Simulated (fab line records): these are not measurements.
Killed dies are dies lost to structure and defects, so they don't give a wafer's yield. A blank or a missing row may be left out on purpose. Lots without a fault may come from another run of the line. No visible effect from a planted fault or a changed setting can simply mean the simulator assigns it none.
fab line records	flow n5_finfet
record lots=24	wafers=72	last_day=18
route steps=1938 shown BEOL_M1@752
lots untouched by any fault: they come from a run of this same line in which no faults occurred
start_h: hours from the record's first day to the start of the lot's first wafer shown	wait_h: how many hours have passed since the lot's step before this one	" unchanged from the row above	L1.1+2: one row covering several wafers at once	- either no value or no given start	* or withheld: withheld	< > ~ a bound
route shown NAME@n: NAME is a module with steps in the file, n the number in the route of the first one	usual: mean/standard deviation taken from wafers without a fault	same: alike in all rows	chamber/n: place in a boat	sites: readings site by site	_std_site: how widely they spread, as a standard deviation	_edge_site: outer sites' mean less inner sites'	radius_mm: how far each site lies from the wafer's centre	mask NAME#n: copy n	behind: tool/chamber where the wafer was last shaped	hold: reason for holding the lot/hours on hold/outcome of the hold	device: whichever transistor did not switch (one of n, p or np)	end of line: tests run on the same wafers once the route is complete	where a step has no rows: the recipe by itself	killed: at the first sort, the dies lost to defects and structure; wafer yield is something else	map: dies across one wafer; x = killed, . = not, _ = none there
set.NAME: the setting as run; set.NAME@STEP: as run at that earlier step	model.NAME: the simulator's own value behind a step, which no gauge read
one table for each step of the route and one row for each wafer, over a sample of lots
services: from which hour (start_h, from the record's first day; less than 0 if before it) a tool's chamber was out of use, for how many hours, and why
## steps
# step N5_BEOL_M1_THK_MEAS_01
# recipe reads=SiOC_of_BEOL_M1_ILD_DEP_00
# usual M1_ILD_THK=79.4/1.2
lot.wafer	tool	chamber	start_h	wait_h	M1_ILD_THK[nm]
L074.1	film_metro-02	-	119.37	0.1	80.5
L074.5	"	-	"	"	82.6
L074.6	"	-	"	"	79.3
L075.3	film_metro-01	-	124.88	0.1	79.8
L075.4	"	-	"	"	78.7
L075.6	"	-	"	"	79.7
L076.1	film_metro-02	-	133.47	0.0	79.3
L076.3	"	-	"	"	78.9
L076.5	"	-	"	"	78.4
L077.1	film_metro-01	-	140.43	0.0	79.8
L077.4	"	-	"	"	81.4
L077.5	"	-	"	"	79.5
L078.1	film_metro-01	-	141.59	0.0	78.4
L078.3	"	-	"	"	79.2
L078.5	"	-	"	"	80.2
L079.2	film_metro-02	-	147.86	0.1	78.3
L079.3	"	-	"	"	78.5
L079.6	"	-	"	"	78.6
L080.3	film_metro-01	-	158.86	0.1	80.0
L080.5	"	-	"	"	80.3
L080.6	"	-	"	"	79.5
L081.1	film_metro-02	-	160.37	0.0	79.7
L081.3	"	-	"	"	77.3
L081.6	"	-	"	"	80.3
L082.1	film_metro-02	-	174.27	0.0	80.2
L082.4	"	-	"	"	80.2
L082.5	"	-	"	"	80.7
L083.1	film_metro-02	-	174.91	0.0	79.2
L083.2	"	-	"	"	78.3
L083.3	"	-	"	"	78.6
L084.2	film_metro-02	-	189.97	0.1	76.9
L084.4	"	-	"	"	79.4
L084.5	"	-	"	"	78.1
L085.1	film_metro-01	-	201.23	0.0	79.5
L085.3	"	-	"	"	80.7
L085.6	"	-	"	"	81.3
L086.1	film_metro-02	-	205.37	0.0	78.9
L086.3	"	-	"	"	78.1
L086.4	"	-	"	"	79.2
L088.3	film_metro-01	-	208.17	0.1	78.4
L088.4	"	-	"	"	79.9
L088.5	"	-	"	"	80.4
L087.1	film_metro-02	-	208.59	0.1	77.8
L087.2	"	-	"	"	77.8
L087.5	"	-	"	"	79.2
L089.2	film_metro-01	-	212.69	0.1	78.4
L089.3	"	-	"	"	79.7
L089.5	"	-	"	"	79.8
L090.2	film_metro-01	-	215.41	0.1	77.6
L090.5	"	-	"	"	79.3
L090.6	"	-	"	"	80.4
L091.2	film_metro-02	-	224.68	0.1	79.5
L091.5	"	-	"	"	80.5
L091.6	"	-	"	"	80.1
L092.1	film_metro-02	-	229.00	0.0	80.0
L092.2	"	-	"	"	80.8
L092.5	"	-	"	"	81.8
L093.3	film_metro-02	-	237.38	0.1	80.0
L093.4	"	-	"	"	80.5
L093.6	"	-	"	"	79.5
L094.3	film_metro-02	-	243.70	0.1	78.9
L094.4	"	-	"	"	79.6
L094.5	"	-	"	"	79.3
L095.1	film_metro-02	-	245.27	0.0	79.3
L095.4	"	-	"	"	80.7
L095.6	"	-	"	"	81.2
L096.2	film_metro-02	-	250.09	0.1	77.6
L096.3	"	-	"	"	79.5
L096.4	"	-	"	"	79.9
L097.1	film_metro-01	-	260.83	0.0	79.6
L097.3	"	-	"	"	78.8
L097.6	"	-	"	"	79.2
# step N5_BEOL_M1_ALD_98
# recipe material=SiO2	target_thk_a=25	temp_c=100	ald_precursor_family=BDEAS	ald_co_reactant=O2-plasma	pulse_time_s=1	co_reactant_pulse_time_s=1	purge_time_s=2	co_reactant_purge_time_s=2	ald_cycles=17	pressure_torr=2
# usual heater_power_w=76/9.6	precursor_pulse_height_rel=1.000/0.02
lot.wafer	tool	chamber	start_h	wait_h	heater_power_w	precursor_pulse_height_rel	since_wet_clean_h
L074.1	ald_sin-02	3	121.75	0.1	68	0.987	219
L074.5	"	3	"	"	67	0.965	-
L074.6	"	2	"	"	65	1.016	-
L075.3	ald_sin-04	3	128.27	0.1	67	1.022	318
L075.4	"	0	"	"	76	0.976	318
L075.6	"	0	"	"	74	1.022	-
L076.1	ald_sin-02	0	138.06	0.1	74	1.030	236
L076.3	"	1	"	"	92	1.015	236
L076.5	"	3	"	"	68	1.034	-
L077.1	ald_sin-04	3	145.66	0.1	66	0.988	335
L077.4	"	2	"	"	85	1.016	335
L077.5	"	1	"	"	89	1.016	-
L078.1	ald_sin-04	1	147.39	0.8	90	1.001	337
L078.3	"	0	"	"	73	1.009	337
L078.5	"	0	"	"	74	1.010	-
L079.2	ald_sin-04	3	150.75	0.3	68	1.046	340
L079.3	"	0	"	"	75	0.997	340
L079.6	"	1	"	"	90	0.973	-
L080.3	ald_sin-04	0	164.68	0.7	75	1.011	354
L080.5	"	3	"	"	68	0.980	-
L080.6	"	0	"	"	74	1.025	-
L081.1	ald_sin-03	1	164.73	0.6	80	1.013	65
L081.3	"	0	"	"	94	1.024	65
L081.6	"	1	"	"	78	1.023	-
L082.1	ald_sin-02	1	176.99	0.1	92	0.998	275
L082.4	"	3	"	"	68	0.999	275
L082.5	"	2	"	"	64	1.010	-
L083.1	ald_sin-02	3	177.18	0.1	67	1.016	275
L083.2	"	2	"	"	67	0.988	275
L083.3	"	0	"	"	76	1.013	275
L084.2	ald_sin-03	1	192.93	0.5	81	1.009	93
L084.4	"	3	"	"	81	1.024	-
L084.5	"	1	"	"	78	1.005	-
L085.1	ald_sin-04	3	203.89	0.1	68	0.983	13
L085.3	"	1	"	"	89	1.019	13
L085.6	"	2	"	"	79	1.044	-
L086.1	ald_sin-02	3	209.88	0.2	70	1.013	308
L086.3	"	0	"	"	76	0.975	308
L086.4	"	2	"	"	65	1.016	308
L088.3	ald_sin-02	1	210.20	0.1	92	0.961	308
L088.4	"	0	"	"	77	0.989	308
L088.5	"	3	"	"	67	0.976	-
L087.1	ald_sin-02	1	210.81	0.1	92	1.013	308
L087.2	"	2	"	"	65	0.996	308
L087.5	"	3	"	"	68	1.000	-
L089.2	ald_sin-02	1	215.19	0.1	95	1.014	313
L089.3	"	2	"	"	64	0.973	313
L089.5	"	3	"	"	67	0.967	-
L090.2	ald_sin-03	1	218.16	0.1	78	1.010	118
L090.5	"	1	"	"	80	0.993	-
L090.6	"	2	"	"	72	1.004	-
L091.2	ald_sin-04	2	226.86	0.3	80	0.979	36
L091.5	"	1	"	"	88	1.007	-
L091.6	"	2	"	"	79	0.971	-
L092.1	ald_sin-04	0	233.27	0.4	71	0.965	43
L092.2	"	1	"	"	89	0.998	43
L092.5	"	3	"	"	68	1.002	-
L093.3	ald_sin-04	0	240.90	0.1	70	1.003	50
L093.4	"	3	"	"	67	0.978	50
L093.6	"	1	"	"	89	1.021	-
L094.3	ald_sin-02	3	247.96	0.1	66	0.988	346
L094.4	"	0	"	"	75	0.987	346
L094.5	"	2	"	"	67	0.994	-
L095.1	ald_sin-02	3	248.23	0.1	69	0.974	346
L095.4	"	1	"	"	93	0.976	346
L095.6	"	3	"	"	68	1.006	-
L096.2	ald_sin-04	3	253.35	0.5	66	0.999	63
L096.3	"	1	"	"	90	0.994	63
L096.4	"	0	"	"	70	0.977	63
L097.1	ald_sin-03	1	268.59	0.1	81	1.005	168
L097.3	"	0	"	"	99	1.011	168
L097.6	"	0	"	"	96	1.021	-
# step N5_BEOL_M1_ETCHBACK_99
# recipe chemistry=CHF3	target=SiO2	target_depth_a=50	time_s=10.4	source_w=215	bias_w=47	Ar_flow_sccm=200	CHF3_flow_sccm=12	ion_energy_ev=100	pressure_mtorr=30
# usual drypump_motor_current_A=5.6/0.38	oes_product_au=0.78/0.094	rf_vpp_V=245/7.6	showerhead_plenum_p_Torr=2.15/0.065	throttle_valve_pct=17.12/0.21
lot.wafer	tool	chamber	start_h	wait_h	drypump_motor_current_A	oes_product_au	rf_hours_counter_h	rf_vpp_V	showerhead_plenum_p_Torr	throttle_valve_pct
L074.1	rie_diel-04	2	122.76	1.0	5.7	0.72	147	236	2.06	16.98
L074.5	"	2	"	"	5.7	0.73	-	236	2.06	16.97
L074.6	"	1	"	"	5.0	0.69	-	254	2.12	17.29
L075.3	rie_diel-02	3	130.30	2.0	5.7	0.92	25	240	2.26	17.06
L075.4	"	0	"	"	4.7	0.70	-	246	2.16	17.50
L075.6	"	3	"	"	5.7	0.92	-	240	2.26	17.08
L076.1	rie_diel-06	1	138.97	0.9	5.4	0.89	52	242	2.11	17.26
L076.3	"	0	"	"	5.6	0.76	144	237	2.26	17.17
L076.5	"	3	"	"	5.2	0.89	-	254	2.29	16.80
L077.1	rie_diel-02	0	145.79	0.1	4.8	0.69	224	246	2.16	17.52
L077.4	"	2	"	"	5.8	0.99	3	238	2.13	16.74
L077.5	"	0	"	"	4.7	0.69	-	246	2.16	17.51
L078.1	rie_diel-04	3	148.13	0.7	5.4	0.73	186	238	2.24	17.19
L078.3	"	2	"	"	5.7	0.73	154	237	2.06	16.99
L078.5	"	3	"	"	5.4	0.73	-	237	2.24	17.21
L079.2	rie_diel-02	3	153.53	2.7	5.7	0.90	32	241	2.26	17.09
L079.3	"	2	"	"	5.8	0.97	6	237	2.13	16.76
L079.6	"	0	"	"	4.7	0.69	-	246	2.16	17.53
L080.3	rie_diel-04	0	165.39	0.7	5.6	0.87	48	250	2.12	16.98
L080.5	"	2	"	"	5.7	0.72	-	237	2.06	16.99
L080.6	"	1	"	"	5.0	0.68	-	255	2.12	17.29
L081.1	rie_diel-06	2	171.02	6.2	6.1	0.78	126	244	2.13	16.88
L081.3	"	1	"	"	5.4	0.87	59	243	2.11	17.28
L081.6	"	0	"	"	5.5	0.76	-	237	2.25	17.18
L083.1	rie_diel-02	1	179.24	2.0	6.0	0.71	202	257	2.12	17.17
L083.2	"	0	"	"	4.8	0.69	234	247	2.15	17.54
L083.3	"	3	"	"	5.7	0.90	39	241	2.25	17.08
L082.1	rie_diel-04	0	179.67	2.6	5.6	0.86	52	248	2.12	16.99
L082.4	"	1	"	"	5.0	0.68	225	254	2.11	17.31
L082.5	"	0	"	"	5.6	0.86	-	249	2.12	16.99
L084.2	rie_diel-02	0	202.53	9.6	4.7	0.68	240	247	2.15	17.55
L084.4	"	1	"	"	6.0	0.71	209	258	2.12	17.15
L084.5	"	3	"	"	5.7	0.89	-	240	2.25	17.10
L085.1	rie_diel-04	0	207.23	3.3	5.7	0.84	61	248	2.11	17.02
L085.3	"	1	"	"	5.0	0.67	234	255	2.11	17.31
L085.6	"	2	"	"	5.7	0.72	-	237	2.05	17.02
L086.1	rie_diel-04	2	211.87	1.9	5.7	0.72	174	237	2.05	17.03
L086.3	"	1	"	"	5.0	0.66	236	254	2.11	17.31
L086.4	"	3	"	"	5.4	0.70	206	238	2.23	17.23
L087.1	rie_diel-02	0	212.07	1.2	4.8	0.68	243	247	2.15	17.56
L087.2	"	2	"	"	5.8	0.92	21	237	2.13	16.77
L087.5	"	2	"	"	5.8	0.93	-	240	2.13	16.79
L088.3	rie_diel-04	0	214.22	4.0	5.6	0.84	64	250	2.11	17.02
L088.4	"	2	"	"	5.7	0.72	175	236	2.05	17.04
L088.5	"	1	"	"	5.0	0.67	-	252	2.11	17.33
L089.2	rie_diel-02	3	215.84	0.6	5.7	0.87	50	241	2.25	17.12
L089.3	"	1	"	"	6.0	0.70	213	259	2.12	17.16
L089.5	"	1	"	"	5.9	0.70	-	258	2.12	17.18
L090.2	rie_diel-02	0	224.19	6.0	4.8	0.68	247	246	2.15	17.55
L090.5	"	2	"	"	5.8	0.93	-	237	2.12	16.77
L090.6	"	3	"	"	5.7	0.88	-	241	2.25	17.12
L091.2	rie_diel-04	2	227.24	0.3	5.7	0.70	180	237	2.05	17.04
L091.5	"	2	"	"	5.7	0.70	-	238	2.05	17.04
L091.6	"	1	"	"	5.0	0.66	-	254	2.11	17.33
L092.1	rie_diel-02	3	235.81	2.5	5.7	0.87	56	241	2.25	17.12
L092.2	"	1	"	"	6.0	0.70	219	259	2.12	17.20
L092.5	"	1	"	"	6.0	0.70	-	258	2.12	17.18
L093.3	rie_diel-02	1	242.03	1.1	6.0	0.69	221	258	2.11	17.19
L093.4	"	2	"	"	5.8	0.89	-	239	2.12	16.79
L093.6	"	1	"	"	6.0	0.69	-	259	2.11	17.20
L094.3	rie_diel-02	2	250.34	2.3	5.8	0.90	34	238	2.12	16.81
L094.4	"	2	"	"	5.8	0.90	-	237	2.12	16.79
L094.5	"	3	"	"	5.7	0.85	-	240	2.24	17.13
L095.1	rie_diel-06	0	250.53	2.2	5.6	0.74	176	239	2.25	17.22
L095.4	"	3	"	"	5.2	0.84	59	255	2.28	16.85
L095.6	"	2	"	"	6.1	0.77	-	245	2.12	16.93
L096.2	rie_diel-02	0	263.82	10.4	4.8	0.99	3	245	2.15	17.12
L096.3	"	2	"	"	5.8	0.88	38	237	2.12	16.81
L096.4	"	1	"	"	6.0	0.69	228	258	2.11	17.20
L097.1	rie_diel-06	2	276.39	7.8	6.1	0.76	157	243	2.12	16.93
L097.3	"	1	"	"	5.4	0.81	90	243	2.10	17.32
L097.6	"	0	"	"	5.6	0.72	-	238	2.24	17.24
# step N5_BEOL_M1_PRE_CLEAN_45
# recipe gas=H2/He	time_s=30	temp_c=250
# usual heater_power_w=325/33
lot.wafer	tool	chamber	start_h	wait_h	heater_power_w
L074.1	pvd_sputter-01	-	123.99	0.0	375
L074.5	"	-	"	"	329
L074.6	"	-	"	"	362
L075.3	pvd_sputter-03	-	131.27	0.0	291
L075.4	"	-	"	"	322
L075.6	"	-	"	"	297
L076.1	pvd_sputter-03	-	139.70	0.0	283
L076.3	"	-	"	"	323
L076.5	"	-	"	"	380
L077.1	pvd_sputter-01	-	146.42	0.0	323
L077.4	"	-	"	"	303
L077.5	"	-	"	"	366
L078.1	pvd_sputter-03	-	149.17	0.0	275
L078.3	"	-	"	"	278
L078.5	"	-	"	"	282
L079.2	pvd_sputter-02	-	154.30	0.0	348
L079.3	"	-	"	"	339
L079.6	"	-	"	"	336
L080.3	pvd_sputter-03	-	166.42	0.0	281
L080.5	"	-	"	"	289
L080.6	"	-	"	"	275
L081.1	pvd_sputter-01	-	171.92	0.0	344
L081.3	"	-	"	"	368
L081.6	"	-	"	"	347
L083.1	pvd_sputter-01	-	180.31	0.0	312
L083.2	"	-	"	"	343
L083.3	"	-	"	"	296
L082.1	pvd_sputter-03	-	180.69	0.0	281
L082.4	"	-	"	"	375
L082.5	"	-	"	"	277
L084.2	pvd_sputter-02	-	203.90	0.0	342
L084.4	"	-	"	"	274
L084.5	"	-	"	"	330
L085.1	pvd_sputter-02	-	208.30	0.0	279
L085.3	"	-	"	"	347
L085.6	"	-	"	"	336
L086.1	pvd_sputter-02	-	213.38	0.0	354
L086.3	"	-	"	"	269
L086.4	"	-	"	"	326
L087.1	pvd_sputter-02	-	213.58	0.0	271
L087.2	"	-	"	"	324
L087.5	"	-	"	"	349
L088.3	pvd_sputter-03	-	216.47	0.0	277
L088.4	"	-	"	"	327
L088.5	"	-	"	"	291
L089.2	pvd_sputter-01	-	216.65	0.0	291
L089.3	"	-	"	"	336
L089.5	"	-	"	"	325
L090.2	pvd_sputter-01	-	224.93	0.0	363
L090.5	"	-	"	"	320
L090.6	"	-	"	"	359
L091.2	pvd_sputter-01	-	228.35	0.0	281
L091.5	"	-	"	"	374
L091.6	"	-	"	"	324
L092.1	pvd_sputter-03	-	236.75	0.0	321
L092.2	"	-	"	"	273
L092.5	"	-	"	"	275
L093.3	pvd_sputter-02	-	242.96	0.0	352
L093.4	"	-	"	"	280
L093.6	"	-	"	"	322
L094.3	pvd_sputter-02	-	251.77	0.0	330
L094.4	"	-	"	"	348
L094.5	"	-	"	"	335
L095.1	pvd_sputter-02	-	251.85	0.0	326
L095.4	"	-	"	"	335
L095.6	"	-	"	"	341
L096.2	pvd_sputter-01	-	266.12	0.0	289
L096.3	"	-	"	"	358
L096.4	"	-	"	"	325
L097.1	pvd_sputter-01	-	277.41	0.0	341
L097.3	"	-	"	"	360
L097.6	"	-	"	"	370
# step N5_BEOL_M1_SPUTTER_81
# recipe material=Cu	target_thk_a=45	temp_c=-20	chamber_pressure_pa=0.07	power_w=withheld	time_s=8.29
# usual throttle_valve_pct=29.8/1.1
lot.wafer	tool	chamber	start_h	wait_h	throttle_valve_pct
L074.1	pvd_sputter-03	-	126.29	0.1	31.9
L074.5	"	-	"	"	31.9
L074.6	"	-	"	"	28.5
L075.3	pvd_sputter-03	-	132.76	0.1	29.7
L075.4	"	-	"	"	31.7
L075.6	"	-	"	"	28.9
L076.1	pvd_sputter-02	-	142.53	0.1	31.2
L076.3	"	-	"	"	28.6
L076.5	"	-	"	"	29.8
L077.1	pvd_sputter-03	-	147.37	0.1	29.6
L077.4	"	-	"	"	28.5
L077.5	"	-	"	"	31.9
L078.1	pvd_sputter-01	-	152.24	0.1	29.7
L078.3	"	-	"	"	29.8
L078.5	"	-	"	"	30.8
L079.2	pvd_sputter-01	-	155.40	0.1	29.7
L079.3	"	-	"	"	31.0
L079.6	"	-	"	"	31.0
L080.3	pvd_sputter-02	-	168.60	0.1	28.5
L080.5	"	-	"	"	29.0
L080.6	"	-	"	"	31.5
L081.1	pvd_sputter-01	-	173.27	0.1	30.0
L081.3	"	-	"	"	31.1
L081.6	"	-	"	"	31.0
L083.1	pvd_sputter-01	-	181.66	0.1	30.9
L083.2	"	-	"	"	29.9
L083.3	"	-	"	"	29.6
L082.1	pvd_sputter-03	-	181.85	0.1	28.7
L082.4	"	-	"	"	31.7
L082.5	"	-	"	"	28.5
L084.2	pvd_sputter-01	-	205.37	0.1	29.6
L084.4	"	-	"	"	29.4
L084.5	"	-	"	"	29.8
L085.1	pvd_sputter-01	-	210.25	0.1	30.1
L085.3	"	-	"	"	29.4
L085.6	"	-	"	"	30.0
L086.1	pvd_sputter-03	-	214.69	0.1	28.5
L086.3	"	-	"	"	28.7
L086.4	"	-	"	"	31.4
L087.1	pvd_sputter-02	-	215.06	0.1	29.3
L087.2	"	-	"	"	31.4
L087.5	"	-	"	"	31.3
L088.3	pvd_sputter-03	-	217.53	0.1	28.1
L088.4	"	-	"	"	31.9
L088.5	"	-	"	"	28.7
L089.2	pvd_sputter-03	-	219.37	0.1	28.5
L089.3	"	-	"	"	29.6
L089.5	"	-	"	"	31.7
L090.2	pvd_sputter-02	-	226.04	0.1	28.7
L090.5	"	-	"	"	29.8
L090.6	"	-	"	"	31.6
L091.2	pvd_sputter-02	-	229.62	0.1	31.5
L091.5	"	-	"	"	29.6
L091.6	"	-	"	"	31.2
L092.1	pvd_sputter-03	-	239.07	0.1	28.7
L092.2	"	-	"	"	31.9
L092.5	"	-	"	"	31.7
L093.3	pvd_sputter-03	-	244.08	0.1	29.8
L093.4	"	-	"	"	28.4
L093.6	"	-	"	"	31.5
L094.3	pvd_sputter-01	-	252.87	0.1	29.8
L094.4	"	-	"	"	29.9
L094.5	"	-	"	"	29.3
L095.1	pvd_sputter-03	-	253.05	0.1	31.8
L095.4	"	-	"	"	28.9
L095.6	"	-	"	"	29.7
L096.2	pvd_sputter-03	-	267.45	0.1	28.5
L096.3	"	-	"	"	29.7
L096.4	"	-	"	"	28.3
L097.1	pvd_sputter-03	-	278.89	0.1	29.6
L097.3	"	-	"	"	28.7
L097.6	"	-	"	"	29.3
# step N5_BEOL_M1_ANNEAL_95
# recipe temp_c=400	time_s=240	ambient=vacuum
# usual heater_power_w=802/87
lot.wafer	tool	chamber	start_h	wait_h	heater_power_w
L074.1	pvd_sputter-03	-	127.47	0.0	709
L074.5	"	-	"	"	733
L074.6	"	-	"	"	689
L075.3	pvd_sputter-03	-	133.94	0.0	800
L075.4	"	-	"	"	709
L075.6	"	-	"	"	946
L076.1	pvd_sputter-02	-	143.71	0.0	678
L076.3	"	-	"	"	887
L076.5	"	-	"	"	818
L077.1	pvd_sputter-03	-	148.55	0.0	811
L077.4	"	-	"	"	661
L077.5	"	-	"	"	719
L078.1	pvd_sputter-01	-	153.42	0.0	885
L078.3	"	-	"	"	734
L078.5	"	-	"	"	922
L079.2	pvd_sputter-01	-	156.59	0.0	878
L079.3	"	-	"	"	940
L079.6	"	-	"	"	918
L080.3	pvd_sputter-02	-	169.78	0.0	877
L080.5	"	-	"	"	878
L080.6	"	-	"	"	669
L081.1	pvd_sputter-01	-	174.60	0.0	808
L081.3	"	-	"	"	894
L081.6	"	-	"	"	948
L083.1	pvd_sputter-01	-	182.99	0.0	889
L083.2	"	-	"	"	818
L083.3	"	-	"	"	872
L082.1	pvd_sputter-03	-	183.03	0.0	924
L082.4	"	-	"	"	693
L082.5	"	-	"	"	931
L084.2	pvd_sputter-01	-	207.73	0.1	866
L084.4	"	-	"	"	834
L084.5	"	-	"	"	876
L085.1	pvd_sputter-01	-	212.61	0.1	736
L085.3	"	-	"	"	877
L085.6	"	-	"	"	749
L086.1	pvd_sputter-03	-	215.87	0.0	948
L086.3	"	-	"	"	687
L086.4	"	-	"	"	737
L087.1	pvd_sputter-02	-	216.24	0.0	850
L087.2	"	-	"	"	679
L087.5	"	-	"	"	660
L088.3	pvd_sputter-03	-	218.71	0.0	687
L088.4	"	-	"	"	722
L088.5	"	-	"	"	689
L089.2	pvd_sputter-03	-	220.55	0.0	930
L089.3	"	-	"	"	817
L089.5	"	-	"	"	727
L090.2	pvd_sputter-02	-	227.22	0.0	889
L090.5	"	-	"	"	840
L090.6	"	-	"	"	675
L091.2	pvd_sputter-02	-	230.80	0.0	711
L091.5	"	-	"	"	821
L091.6	"	-	"	"	689
L092.1	pvd_sputter-03	-	240.25	0.0	941
L092.2	"	-	"	"	723
L092.5	"	-	"	"	728
L093.3	pvd_sputter-03	-	245.26	0.0	807
L093.4	"	-	"	"	702
L093.6	"	-	"	"	718
L094.3	pvd_sputter-01	-	254.05	0.0	871
L094.4	"	-	"	"	729
L094.5	"	-	"	"	872
L095.1	pvd_sputter-03	-	254.23	0.0	746
L095.4	"	-	"	"	923
L095.6	"	-	"	"	803
L096.2	pvd_sputter-03	-	268.63	0.0	924
L096.3	"	-	"	"	794
L096.4	"	-	"	"	690
L097.1	pvd_sputter-03	-	280.07	0.0	785
L097.3	"	-	"	"	701
L097.6	"	-	"	"	801
## services
tool	chamber	start_h	hours	kind
rie_diel-02	3	98.29	13.9	repair
rie_diel-02	-	99.37	0.4	repair
rie_diel-02	2	112.20	-	clean
rie_diel-02	2	112.20	-	consumable_replace:focus_ring
rie_diel-02	2	112.20	20.4	scheduled_down
rie_diel-02	2	112.20	20.4	vent_cycle
rie_diel-04	-	115.63	0.3	repair
pvd_sputter-01	-	133.40	2.5	repair
ald_sin-02	2	140.54	34.7	repair
ald_sin-03	-	142.68	6.1	pm
rie_diel-06	3	176.37	19.3	repair
ald_sin-04	-	176.75	14.0	pm
ald_sin-02	-	187.18	6.0	pm
ald_sin-03	2	218.60	4.8	repair
rie_diel-04	0	222.79	11.3	repair
rie_diel-04	2	228.08	2.4	repair
ald_sin-02	-	234.64	0.5	repair
rie_diel-02	0	234.65	-	clean
rie_diel-02	0	234.65	-	consumable_replace:focus_ring
rie_diel-02	0	234.65	19.3	scheduled_down
rie_diel-02	0	234.65	19.3	vent_cycle
ald_sin-03	3	236.10	12.8	repair
ald_sin-02	-	269.41	14.0	pm
ald_sin-03	-	272.49	0.9	repair
## key
fault none
